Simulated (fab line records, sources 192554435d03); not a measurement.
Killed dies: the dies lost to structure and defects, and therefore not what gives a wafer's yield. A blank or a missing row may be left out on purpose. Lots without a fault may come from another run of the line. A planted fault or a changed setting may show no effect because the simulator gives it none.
Matching of chambers | flow n5Finfet | N5_BEOL_M4_PRE_CLEAN_60 on cvdCo-01: 3 sister chambers
The step time 15 s. 3 wafers are shown with their chamber, then 10 later ones without.

EACH WAFER AND ITS CHAMBER
wafer  | chamber | heaterPowerW (W)
L087.4 | 0       | 67
L088.1 | 2       | 87
L088.3 | 1       | 107

WAFERS WITH NO CHAMBER GIVEN
wafer  | heaterPowerW (W)
L088.5 | 90
L091.1 | 89
L091.2 | 108
L091.6 | 109
L094.1 | 92
L094.2 | 109
L094.3 | 68
L097.1 | 69
L097.3 | 109
L097.5 | 90

WHICH CHAMBER EACH ONE RAN IN
wafer  | from the rows above | in truth
L088.5 | 2                   | 2
L091.1 | 2                   | 2
L091.2 | 1                   | 1
L091.6 | 1                   | 1
L094.1 | 2                   | 2
L094.2 | 1                   | 1
L094.3 | 0                   | 0
L097.1 | 0                   | 0
L097.3 | 1                   | 1
L097.5 | 2                   | 2
Correct placement for 10 of the 10. Number that these rows cannot place: 0. Number placed wrongly: 0.
How it was worked out, from the rows above alone: a wafer's distance from a chamber is the root of the sum, over the readings, of the square of ((its reading less the chamber's mean) divided by the reading's scatter). If the next closest chamber is less than 2 further off than the closest, the wafer can't be placed; otherwise it belongs to the closest. A chamber's mean is the mean of its shown wafers. The scatter (one wafer shown for each chamber): square how far every hidden wafer sits from the nearest shown wafer, average those squares and take the square root.
